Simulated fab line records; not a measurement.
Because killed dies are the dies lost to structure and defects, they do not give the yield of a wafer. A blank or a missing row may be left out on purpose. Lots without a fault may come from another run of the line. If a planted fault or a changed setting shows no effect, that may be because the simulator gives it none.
Which of the tools did it? ; flow n5_finfet ; 30 wafers from 10 lots sampled at 6 of the route's 1938 steps

## WHAT EACH GAUGE READ, for each wafer
N5_FIN_SAQP_OCD_MEAS_76.
lot;measured;on;trench_depth_nm (nm)
L100;day 2 05:43;ocd-01;121.9 117.6 119.1
L102;day 2 14:29;ocd-01;119.7 121.8 121.8
L105;day 3 08:11;ocd-01;117.7 120.3 119.3
L106;day 3 15:55;ocd-01;120.5 121.0 119.5
L107;day 3 20:38;ocd-01;119.0 118.0 119.4
L109;day 4 10:06;ocd-01;124.2 122.9 121.2
L119;day 7 02:26;ocd-01;120.5 120.6 121.1
L120;day 7 03:14;ocd-02;120.0 121.3 118.6
L121;day 7 10:09;ocd-01;118.5 120.5 118.2
L122;day 7 15:28;ocd-01;119.7 120.8 121.2

N5_FIN_CUT_CD_MEAS_08: the cd target is 29.1 nm.
lot;measured;on;cd_nm (nm)
L100;day 2 06:10;cd_sem-02;29.58 29.17 29.29
L102;day 2 14:57;cd_sem-01;29.18 29.14 29.28
L105;day 3 08:40;cd_sem-02;29.16 28.85 28.98
L106;day 3 16:15;cd_sem-02;29.16 29.04 28.97
L107;day 3 21:06;cd_sem-03;29.43 28.67 29.46
L109;day 4 10:34;cd_sem-01;29.27 28.88 29.73
L119;day 7 02:53;cd_sem-02;29.22 29.31 29.28
L120;day 7 03:34;cd_sem-01;29.28 29.16 29.51
L121;day 7 10:37;cd_sem-01;29.28 29.21 29.27
L122;day 7 15:48;cd_sem-02;29.21 28.95 29.12

N5_FIN_CUT_OVL_MEAS_09.
lot;measured;on;FIN_CUT_OVL (nm)
L100;day 2 06:13;overlay-01;-0.2 -0.8 0.6
L102;day 2 14:59;overlay-01;-0.7 -2.0 -0.9
L105;day 3 08:41;overlay-02;-1.3 -1.3 -0.6
L106;day 3 16:17;overlay-01;-1.7 -1.1 -1.0
L107;day 3 21:08;overlay-01;-1.1 0.8 -0.9
L109;day 4 10:36;overlay-01;-1.6 0.5 -0.1
L119;day 7 02:55;overlay-02;-0.2 -0.9 -1.1
L120;day 7 03:36;overlay-02;0.5 -0.4 -1.2
L121;day 7 10:39;overlay-02;0.2 1.3 0.2
L122;day 7 15:50;overlay-01;0.4 -1.1 -1.1

N5_FIN_CUT_INSPECT_17: inspects for defects (brightfield).
lot;measured;on;raw_defect_count
L100;day 2 07:57;defect_inspect-01;176 132 161
L102;day 2 15:59;defect_inspect-02;211 209 226
L105;day 3 09:49;defect_inspect-01;241 220 285
L106;day 3 17:17;defect_inspect-02;127 215 201
L107;day 3 22:08;defect_inspect-01;1780 1649 1630
L109;day 4 11:37;defect_inspect-02;1632 1633 1754
L119;day 7 04:14;defect_inspect-02;143 221 183
L120;day 7 04:41;defect_inspect-02;216 182 264
L121;day 7 12:20;defect_inspect-02;235 214 223
L122;day 7 16:54;defect_inspect-01;269 257 185

N5_BEOL_M4_RC_MEAS_101.
lot;measured;on;DIBL_N (mV/V);DIBL_P (mV/V);IOFF_N (nA/um);IOFF_P (nA/um);ION_N (uA/um);ION_P (uA/um);SS_N (mV/dec);SS_P (mV/dec);VT_N (mV);VT_P (mV)
L100;day 8 02:14;prober-02;34.6 38.2 37.1;35.1 38.6 37.4;0.131 0.191 0.174;0.195 0.252 0.229;667 680 672;460 464 459;71.7 72.2 71.7;73.3 74.6 74.0;250.4 245.9 247.3;-252.1 -250.6 -249.8
L102;day 8 14:56;prober-02;35.3 35.4 36.0;34.0 34.6 36.0;0.146 0.144 0.163;0.207 0.206 0.232;672 670 688;469 462 475;71.8 71.1 72.0;72.6 73.0 73.2;252.7 250.4 248.6;-248.6 -247.5 -247.8
L105;day 8 23:53;prober-01;32.8 35.5 35.6;34.9 37.1 37.1;0.126 0.165 0.161;0.168 0.200 0.208;663 671 668;453 456 459;71.3 71.5 72.1;73.3 73.6 73.6;254.2 250.1 251.3;-257.0 -254.1 -250.2
L106;day 9 10:04;prober-01;34.1 35.3 36.0;35.0 36.8 37.7;0.128 0.150 0.161;0.162 0.179 0.186;660 674 676;452 457 460;71.6 71.1 72.0;72.4 73.4 73.6;252.3 249.7 251.4;-254.1 -254.3 -253.0
L107;day 10 00:45;prober-02;33.8 35.1 34.4;33.6 34.5 34.1;0.126 0.141 0.131;0.147 0.155 0.148;669 669 665;453 443 448;70.9 71.8 70.8;72.7 72.7 72.1;251.1 251.5 252.5;-256.9 -256.8 -256.1
L109;day 10 18:28;prober-02;33.1 35.3 33.2;31.8 34.6 32.0;0.114 0.157 0.117;0.162 0.205 0.164;657 674 674;454 459 458;71.0 71.5 69.9;72.5 73.1 71.5;251.4 247.7 253.3;-253.1 -252.2 -252.7
L119;day 12 22:56;prober-01;36.6 36.3 35.4;37.5 37.9 36.6;0.168 0.170 0.149;0.213 0.217 0.199;682 676 668;461 460 461;72.3 72.0 72.8;73.8 74.1 73.7;248.7 248.1 250.8;-250.7 -251.7 -250.6
L120;day 12 22:28;prober-02;39.1 38.5 37.6;39.8 39.4 38.0;0.211 0.195 0.187;0.260 0.250 0.231;682 685 686;462 464 469;72.3 72.4 71.8;74.4 73.7 73.0;243.3 248.6 243.6;-250.6 -249.5 -249.3
L121;day 13 16:23;prober-01;35.4 36.3 37.0;36.7 38.7 39.4;0.188 0.205 0.231;0.220 0.250 0.267;688 680 676;469 465 462;71.3 71.7 72.3;73.3 73.7 74.4;243.8 244.3 243.5;-248.9 -249.2 -249.4
L122;day 13 18:04;prober-01;35.9 37.2 34.9;35.7 35.9 34.2;0.155 0.157 0.132;0.183 0.196 0.171;679 670 666;461 454 451;71.4 71.7 70.5;72.8 73.5 73.4;248.4 250.7 252.3;-253.1 -252.3 -254.2

## EACH LOT AND THE TOOL THAT RAN IT (in order: tool; ch and the chambers of the sampled wafers; start)
lot;N5_FIN_CUT_CUT_ETCH_15
L100;rie_si-02 ch 0,2,3, day 2 07:35
L102;rie_si-05 ch 0,1,3, day 2 15:42
L105;rie_si-06 ch 0,1, day 3 09:32
L106;rie_si-02 ch 0,1, day 3 17:01
L107;rie_si-02 ch 1,2, day 3 21:51
L109;rie_si-02 ch 0,1,3, day 4 11:20
L119;rie_si-02 ch 0,2,3, day 7 03:58
L120;rie_si-02 ch 0,1,2, day 7 04:24
L121;rie_si-02 ch 0,1,3, day 7 11:58
L122;rie_si-06 ch 1,2,3, day 7 16:37
- N5_FIN_CUT_CUT_ETCH_15: etches Si in HBr/Cl2/O2, target depth 100 nm, bt time 10 s, time 42.4 s.

## AS READ BY THE TOOLS THEMSELVES (means over the sampled wafers that have a number; for cases with no such wafer, the mark the record gives instead)
N5_FIN_CUT_CUT_ETCH_15.
lot;tool;drypump_motor_current_A (A);oes_product_au (a.u.);throttle_valve_pct (%)
L100;rie_si-02;6.1;0.995;37.32
L102;rie_si-05;5.7;0.999;37.25
L105;rie_si-06;5.7;0.990;37.32
L106;rie_si-02;5.5;0.998;37.23
L107;rie_si-02;6.0;1.001;37.46
L109;rie_si-02;5.7;0.996;37.22
L119;rie_si-02;6.1;1.004;37.30
L120;rie_si-02;5.8;1.004;37.30
L121;rie_si-02;5.7;0.995;37.21
L122;rie_si-06;5.7;0.993;37.23

## THE ANSWER, worked out from the rows above alone
Rule: what is usual is taken from the lots themselves. The widest of any qualifying gaps counts: lots, ordered by their means at a reading, are off when they make up no more than a third of the lots, leave a main group of 4 or more, and stand apart from it by 3 or more times the standard deviation of that group's means. Not used: any main group whose means are identical at the precision the tables above print for the reading. A lot without any number at a reading at which 4 lots or more have one is off too. Any other lot the step has rows for is counted as sound. After the gauges, taken in route order, come the tools' own readings; for these a lot's mean is taken, as printed above. At the first step where some lot is off, the reading lying furthest off is the one used; lots without a number count as furthest.
Off, at N5_FIN_CUT_INSPECT_17 on raw_defect_count: L107, L109. Mean 208 and standard deviation 30 in the main group.
A tool fits if, at a process step before that reading, it ran every lot that is off, and no sound lot after the first of them. Those tools and the gauges at N5_FIN_CUT_INSPECT_17 are tried in the same way. Of those tried, none fits.

## WHAT THE SIMULATOR HAD PUT IN
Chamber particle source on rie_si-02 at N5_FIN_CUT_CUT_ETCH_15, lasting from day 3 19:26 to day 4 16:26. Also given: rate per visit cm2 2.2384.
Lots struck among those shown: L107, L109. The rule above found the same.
